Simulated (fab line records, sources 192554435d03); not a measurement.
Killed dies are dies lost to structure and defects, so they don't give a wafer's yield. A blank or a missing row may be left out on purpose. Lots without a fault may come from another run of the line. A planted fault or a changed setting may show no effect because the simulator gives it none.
Split-lot experiment | flow n5_finfet | 7 lots, 21 wafers read, on a route of 1938 steps

THE SPLIT
At N5_MOL_CONTACT_COAG_ETCH_105 (etches SiARC in CF4, target depth 15.6 nm, time 26 s), the setting bias_w was moved away from the recipe's 36 W on 7 of the 21 wafers read, by -14.3% to +7.6%. The other wafers ran this setting at the recipe's value.

The reading is taken at the split's own step.

THE READING
rf_vpp_V, in V, at N5_MOL_CONTACT_COAG_ETCH_105 (etches SiARC in CF4, target depth 15.6 nm, time 26 s). Fault-free wafers of this fab line usually give 184.5 V, standard deviation 1 V.

wafer  | tool, chamber at the split | bias_w as run, W | against the recipe | rf_vpp_V, V | against lot-mates on the recipe
L086.3 | rie_diel-06, 0             | 32.46            | -9.8%              | 174.0       | -10.9
L086.4 | rie_diel-06, 3             | 32.46            | -9.8%              | 173.4       | -11.5
L086.6 | rie_diel-06, 2             | 36               | recipe             | 184.9       | -
L087.1 | rie_diel-06, 2             | 36               | recipe             | 186.3       | -
L087.3 | rie_diel-06, 0             | 38.73            | +7.6%              | 193.7       | +7.4
L087.6 | rie_diel-06, 1             | 38.73            | +7.6%              | 194.7       | +8.4
L088.3 | rie_diel-03, 0             | 36               | recipe             | 184.4       | -
L088.4 | rie_diel-03, 3             | 36               | recipe             | 184.5       | -
L088.5 | rie_diel-03, 2             | 36               | recipe             | 184.0       | -
L090.1 | rie_diel-06, 0             | 37.69            | +4.7%              | 190.0       | +5.7
L090.5 | rie_diel-06, 3             | 37.69            | +4.7%              | 189.4       | +5.1
L090.6 | rie_diel-06, 1             | 36               | recipe             | 184.3       | -
L093.2 | rie_diel-06, 3             | 30.86            | -14.3%             | 165.5       | -19.7
L093.4 | rie_diel-06, 0             | 36               | recipe             | 184.8       | -
L093.5 | rie_diel-06, 1             | 36               | recipe             | 185.5       | -
L096.1 | rie_diel-01, 0             | 36               | recipe             | 185.4       | -
L096.2 | rie_diel-01, 3             | 36               | recipe             | 183.1       | -
L096.6 | rie_diel-01, 3             | 36               | recipe             | 184.3       | -
L097.4 | rie_diel-06, 1             | 36               | recipe             | 183.6       | -
L097.5 | rie_diel-06, 0             | 36               | recipe             | 183.9       | -
L097.6 | rie_diel-06, 3             | 36               | recipe             | 183.4       | -

THE FIT
A straight line over all 21 wafers: rf_vpp_V changes by +1.22 V for each +1% of bias_w; r = +0.99; the points scatter about the line by 0.95 V.
The same after taking each lot's own level away (the mean of its wafers on the recipe; 21 wafers): +1.2 V for each +1%; r = +0.99; scatter 0.83 V.
On that fit, the largest move of bias_w shifts the reading by 17 V.
The lots' own levels span 183.63 to 186.30 V, that is 2.7 times the standard deviation above.
So the lot-to-lot level changes the slope little: the two slopes agree.
Check: with one of the wafers moved furthest among these (-14.3%) left out of the fit, the line predicts -15.9 V for it against its lot-mates. It came out at -19.7 V against them.
Tool readings at the split's step, against how far the setting was moved: rf_vpp_V r = +0.99.

OTHER SPLITS ON THESE WAFERS
These wafers also went through other splits before the reading. Each is held against what the fit with the lots' levels taken away leaves over:
other split on the same wafers | wafers away from the commonest value | r with rf_vpp_V (lot level and that fit taken away)
N5_SD_EPI_N_DESCUM_14 time_s   | 9                                    | +0.06
N5_SDB_COAT_04 spin_rpm        | 7                                    | +0.01
N5_SDB_ETCH_18 source_w        | 4                                    | +0.09
N5_HKMG_FIN_ETCH_55 bias_w     | 5                                    | +0.37
N5_GATE_CUT_DESCUM_18 time_s   | 8                                    | -0.42

THE FILE'S OWN FIT
rf_vpp_V changes by +1.25 V for each +1% of bias_w, r = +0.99.
